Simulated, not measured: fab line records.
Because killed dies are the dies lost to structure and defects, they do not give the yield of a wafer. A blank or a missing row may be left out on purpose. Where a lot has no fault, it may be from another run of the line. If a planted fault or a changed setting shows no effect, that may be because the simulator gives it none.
Matching of chambers	flow nandHarc	4 sister chambers for NHARC_P_M0_ETCH_34 on rieDiel-05
The step etches the open film in N2/H2, target depth 40 nm, overetch 12 nm, time 43.94 s. 14 wafers are shown with their chamber, then 7 later ones without.

== EACH WAFER AND ITS CHAMBER ==
wafer	chamber	rfVppV (V)	oesProductAu (a.u.)	chamberPressureMTorr (mTorr)
L077.3	3	429.4	1.005	29.95
L077.5	2	428.8	1.010	30.00
L077.6	1	426.1	1.006	30.00
L080.1	3	428.3	0.994	30.00
L080.3	2	430.4	0.996	29.98
L080.5	1	427.0	1.003	30.05
L085.4	0	431.5	0.998	29.97
L085.5	2	428.4	1.001	29.93
L085.6	3	427.9	1.006	30.00
L091.1	0	432.4	0.996	30.00
L091.2	3	428.2	0.999	30.00
L091.3	2	428.1	1.012	29.98
L092.3	3	428.1	1.000	30.08
L092.4	0	429.0	0.996	30.01

SIGNATURES (means of the wafers above)
reading	chamber 0	chamber 1	chamber 2	chamber 3	scatter within a chamber
rfVppV	430.967	426.550	428.925	428.380	1.06
oesProductAu	0.99667	1.00450	1.00475	1.00080	0.00522
chamberPressureMTorr	29.9933	30.0250	29.9725	30.0060	0.0368
Rule: for a wafer and a chamber, the distance is found by dividing, reading by reading, the gap between the wafer's reading and the chamber's mean by the reading's scatter, squaring, summing and taking the root. If the next closest chamber is less than 2 further off than the closest, the wafer can't be placed; otherwise it belongs to the closest. The scatter: take each reading less its chamber's mean, square it, sum over the shown wafers, divide by the number of wafers less the number of chambers, and take the root.

== WAFERS WITH NO CHAMBER GIVEN ==
wafer	rfVppV (V)	oesProductAu (a.u.)	chamberPressureMTorr (mTorr)
L092.5	425.8	1.004	29.95
L094.1	427.3	0.997	29.97
L094.4	426.0	1.006	30.05
L094.6	432.0	0.998	30.00
L095.2	433.1	0.995	29.98
L095.5	428.0	0.992	30.02
L095.6	430.7	0.980	30.03

== CHAMBER TAKEN BY EACH ==
wafer	from the rows above	in truth
L092.5	can't be placed: 1 or 3 or 2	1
L094.1	can't be placed: 3 or 2 or 1 or 0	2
L094.4	can't be placed: 1 or 3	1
L094.6	0	0
L095.2	0	0
L095.5	can't be placed: 3 or 1 or 2 or 0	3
L095.6	can't be placed: 0 or 3 or 2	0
Correct placement for 2 of the 7. Not placeable from these rows: 5 (in 5, the candidates include the true chamber). Placed wrongly: 0.
